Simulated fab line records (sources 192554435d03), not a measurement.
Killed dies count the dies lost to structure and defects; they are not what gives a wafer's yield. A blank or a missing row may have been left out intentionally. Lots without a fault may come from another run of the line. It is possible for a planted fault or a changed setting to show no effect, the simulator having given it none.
Split-lot trial    flow n5_finfet    39 wafers read from 7 lots, route of 1938 steps

ON THE SPLIT
At N5_DUMMY_GATE_EXPOSE_12 (exposes mask GATE, target cd 25 nm), the setting dose_mj was moved away from the recipe's 34 on 15 of the 39 wafers read, by -6.1% to +7.6%. This setting was run at the recipe's value on the other wafers.

FROM THE SPLIT TO THE READING: what the file shows between them, 7 steps
- N5_DUMMY_GATE_PEB_13: peb time 60 s
- N5_DUMMY_GATE_DEVELOP_14: develop time 30 s
- N5_DUMMY_GATE_CD_MEAS_15: target cd 25.8 nm
- N5_DUMMY_GATE_STRIP_38: strips in N2/H2
- N5_DUMMY_GATE_STRIP_39: strips in N2/H2
- N5_DUMMY_GATE_TRIM_49: chemistry O2, time 29 s, target cd 14 nm
- N5_DUMMY_GATE_STRIP_40: strips in CF4

THE READING
At N5_DUMMY_GATE_CD_MEAS_50: cd_nm in nanometres, against a target cd of 14 nm. Typical for fault-free wafers on this fab line: 13.9 nm, with standard deviation 0.46 nm.

wafer   tool, chamber at the split  dose_mj as run  against the recipe  cd_nm, nm  against lot-mates on the recipe
L077.1  euv_scanner-01, 0           34              recipe              13.8       -
L077.2  euv_scanner-01, 0           35.9            +5.6%               13.1       -0.8
L077.3  euv_scanner-01, 0           34              recipe              14.2       -
L077.4  euv_scanner-01, 0           34              recipe              13.8       -
L077.5  euv_scanner-01, 0           35.9            +5.6%               12.4       -1.5
L077.6  euv_scanner-01, 0           35.9            +5.6%               12.7       -1.2
L080.1  euv_scanner-01, 0           36.58           +7.6%               11.9       -2.1
L080.2  euv_scanner-01, 0           34              recipe              13.8       -
L080.3  euv_scanner-01, 0           34              recipe              13.7       -
L080.4  euv_scanner-01, 0           36.58           +7.6%               11.7       -2.3
L080.5  euv_scanner-01, 0           34              recipe              14.5       -
L080.6  euv_scanner-01, 0           36.58           +7.6%               12.5       -1.5
L082.1  euv_scanner-02, 0           34              recipe              14.1       -
L082.2  euv_scanner-02, 0           34              recipe              14.0       -
L082.3  euv_scanner-02, 0           36.44           +7.2%               12.4       -1.6
L082.4  euv_scanner-02, 0           36.44           +7.2%               12.8       -1.2
L082.5  euv_scanner-02, 0           36.44           +7.2%               12.8       -1.2
L082.6  euv_scanner-02, 0           34              recipe              13.9       -
L089.1  euv_scanner-01, 0           34              recipe              13.0       -
L089.2  euv_scanner-01, 0           32.59           -4.1%               14.4       +0.6
L089.3  euv_scanner-01, 0           34              recipe              14.2       -
L089.4  euv_scanner-01, 0           32.59           -4.1%               14.7       +0.9
L089.5  euv_scanner-01, 0           34              recipe              14.1       -
L089.6  euv_scanner-01, 0           32.59           -4.1%               15.1       +1.3
L091.2  euv_scanner-01, 0           34              recipe              13.6       -
L091.4  euv_scanner-01, 0           34              recipe              13.4       -
L091.6  euv_scanner-01, 0           34              recipe              13.3       -
L093.1  euv_scanner-01, 0           34              recipe              14.0       -
L093.2  euv_scanner-01, 0           31.93           -6.1%               14.7       +0.9
L093.3  euv_scanner-01, 0           34              recipe              13.9       -
L093.4  euv_scanner-01, 0           31.93           -6.1%               16.1       +2.3
L093.5  euv_scanner-01, 0           34              recipe              13.6       -
L093.6  euv_scanner-01, 0           31.93           -6.1%               14.9       +1.1
L095.1  euv_scanner-01, 0           34              recipe              13.9       -
L095.2  euv_scanner-01, 0           34              recipe              13.8       -
L095.3  euv_scanner-01, 0           34              recipe              13.9       -
L095.4  euv_scanner-01, 0           34              recipe              14.2       -
L095.5  euv_scanner-01, 0           34              recipe              14.2       -
L095.6  euv_scanner-01, 0           34              recipe              13.2       -

THE FIT
A straight line over all 39 wafers: cd_nm changes by -0.209 nm for each +1% of dose_mj; r = -0.90; the points scatter about the line by 0.39 nm.
The same after taking each lot's own level away (the mean of its wafers on the recipe; 39 wafers): -0.225 nm for each +1%; r = -0.93; scatter 0.36 nm.
Per that fit: largest dose_mj move, reading shift of 1.7 nm.
From 13.43 to 14.00 nm: that is the span of the lots' own levels, equal to 1.2 times the standard deviation above.
Hence the lot-to-lot level has little effect on the slope; both slopes agree.
Check: for one of the wafers moved furthest among these (+7.6%), held out of the fit, the line's prediction against its lot-mates is -1.65 nm. Against them it came out at -2.1 nm.

THESE WAFERS: OTHER SPLITS
Other splits were also applied to these wafers ahead of the reading. Each is held against what the fit with the lots' levels taken away leaves over:
other split on the same wafers              wafers away from the commonest value  r with cd_nm (lot level and that fit taken away)
N5_FIN_SAQP_MANDREL_ETCH_22 target_depth_a  15                                    +0.07
N5_FIN_CUT_CUT_ETCH_26 target_depth_a       9                                     +0.05

THE WHOLE CHAIN: every reading that the file lists as answering this split, in the file's order
step                      what it does                                                    reading                                                            change (the file's fit)                r (the file's)
N5_DUMMY_GATE_CD_MEAS_15  target cd 25.8 nm                                               cd_nm                                                              -0.207 nm for each +1% of the setting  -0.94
N5_DUMMY_GATE_TRIM_49     chemistry O2, time 29 s, target cd 14 nm                        DUMMY_GATE.cd_nm (the simulator's own value, which no gauge read)  -0.203 nm for each +1% of the setting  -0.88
N5_DUMMY_GATE_CD_MEAS_50  target cd 14 nm                                                 cd_nm                                                              -0.225 nm for each +1% of the setting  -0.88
N5_DUMMY_GATE_ETCH_44     etches poly-Si in HBr/O2, stops on SiO2, target depth 127.5 nm  DUMMY_GATE.cd_nm (the simulator's own value, which no gauge read)  -0.215 nm for each +1% of the setting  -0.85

FILE'S OWN FIT
cd_nm changes by -0.225 nm for each +1% of dose_mj, r = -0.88.
